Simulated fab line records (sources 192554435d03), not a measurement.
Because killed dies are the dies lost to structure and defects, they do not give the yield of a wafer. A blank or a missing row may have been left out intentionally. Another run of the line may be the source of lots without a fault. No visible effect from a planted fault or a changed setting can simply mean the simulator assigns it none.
The same fault as seen by 3 desks / flow n5-finfet / each desk has only its own numbers; what lay behind them comes last

## THE METROLOGY DESK
Means of the sampled wafers that have a number, per lot and without regard to the tool the lot ran on: this is what the gauges read. Marked OUT: a lot whose mean sits more than 4 standard deviations from the usual mean, which makes it out of limits; the brackets give that distance.
Columns: A = trench-depth-nm at N5_FIN_SAQP_OCD_MEAS_76, usual 119.3 nm; B = cd-nm at N5_FIN_CUT_CD_MEAS_08, usual 29.12 nm
lot=L771; first seen here=day 2 01:53; A=119.3; B=29.23
lot=L772; first seen here=day 2 09:47; A=117.9; B=29.05
lot=L774; first seen here=day 2 20:47; A=117.4; B=29.33
lot=L776; first seen here=day 3 07:25; A=119.7; B=28.91
lot=L780; first seen here=day 4 09:46; A=119.8; B=28.87
lot=L785; first seen here=day 5 16:35; A=119.2; B=29.06
lot=L786; first seen here=day 5 21:21; A=119.1; B=29.28
lot=L787; first seen here=day 6 03:07; A=119.5; B=29.19
lot=L792; first seen here=day 7 08:45; A=120.0; B=29.21
lot=L793; first seen here=day 7 14:56; A=119.5; B=29.15
lot=L794; first seen here=day 7 20:01; A=120.1; B=28.93
Result from this desk: across the 11 lots, nothing is out of limits.

## THE DEFECT DESK
Per lot, the means of the sampled wafers with a number show what the inspections along the route counted. Marked OUT: a lot whose mean sits more than 4 standard deviations from the usual mean, which makes it out of limits; the brackets give that distance.
Columns: A = raw-defect-count at N5_FIN_SAQP_INSPECT_40, usual 225; B = raw-defect-count at N5_FIN_CUT_INSPECT_10, usual 41
lot=L771; first seen here=day 2 01:55; A=229; B=34
lot=L772; first seen here=day 2 09:49; A=228; B=40
lot=L774; first seen here=day 2 20:49; A=262; B=41
lot=L776; first seen here=day 3 07:27; A=168; B=30
lot=L780; first seen here=day 4 09:48; A=261; B=56
lot=L785; first seen here=day 5 16:37; A=183; B=29
lot=L786; first seen here=day 5 21:23; A=173; B=26
lot=L787; first seen here=day 6 03:08; A=217; B=44
lot=L792; first seen here=day 7 08:47; A=576 (+6.2) OUT; B=320 (+25) OUT
lot=L793; first seen here=day 7 14:58; A=271; B=47
lot=L794; first seen here=day 7 20:02; A=454 (+4.0) OUT; B=219 (+16) OUT
This desk's finding: out of limits on L792, L794; first on L792, day 7 08:47 (raw-defect-count at N5_FIN_SAQP_INSPECT_40). L771, L772, L774, L776, L780, L785, L786, L787, L793: within limits.

## AT THE TOOL OWNER'S DESK: rie-diel-01
The tool's own readings at N5_FIN_SAQP_HM_OPEN_73 (chemistry CHF3/O2, target SiO2, stops on a-Si, target depth 12 nm, time 16.8 s): means of the sampled wafers that have a number, for each lot that ran on this tool. Marked OUT: a lot whose mean sits more than 4 standard deviations from the usual mean, which makes it out of limits; the brackets give that distance.
Columns: A = drypump-motor-current-A at N5_FIN_SAQP_HM_OPEN_73, usual 5.5 A; B = oes-product-au at N5_FIN_SAQP_HM_OPEN_73, usual 0.47 a.u.; C = rf-vpp-V at N5_FIN_SAQP_HM_OPEN_73, usual 524 V; D = showerhead-plenum-p-Torr at N5_FIN_SAQP_HM_OPEN_73, usual 2.43 Torr; E = throttle-valve-pct at N5_FIN_SAQP_HM_OPEN_73, usual 18.83 %
lot=L771; first seen here=day 1 21:44; A=5.7; B=0.45; C=522; D=2.39; E=18.90
lot=L772; first seen here=day 2 04:39; A=5.5; B=0.45; C=514; D=2.44; E=18.96
lot=L774; first seen here=day 2 16:45; A=6.2; B=0.53; C=531; D=2.50; E=18.58
lot=L780; first seen here=day 4 04:34; A=5.5; B=0.46; C=519; D=2.44; E=19.01
lot=L785; first seen here=day 5 11:34; A=5.9; B=0.46; C=524; D=2.43; E=18.79
lot=L792; first seen here=day 7 04:47; A=5.8; B=0.48; C=525; D=2.49; E=18.85
lot=L794; first seen here=day 7 16:02; A=5.6; B=0.49; C=522; D=2.37; E=18.85
Result from this desk: across the 7 lots, nothing is out of limits.

## BROUGHT TOGETHER
The defect desk could have raised an alarm at day 7 08:47, on L792, L794.
From the metrology desk's view, nothing was out of limits.
Nothing out of limits was seen by the tool owner's desk.
The metrology desk has L792, L794 on record, within its limits.
On record at the tool owner's desk: L792, L794, within its limits.
Of the lots named, all ran N5_FIN_SAQP_HM_OPEN_73 on rie-diel-01.

## WHAT THE SIMULATOR PUT IN
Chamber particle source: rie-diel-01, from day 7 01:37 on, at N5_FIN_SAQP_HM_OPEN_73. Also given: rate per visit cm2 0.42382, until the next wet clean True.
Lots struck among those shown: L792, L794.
Hours from the fault's start to each desk's first reading out of limits: the defect desk, 7.
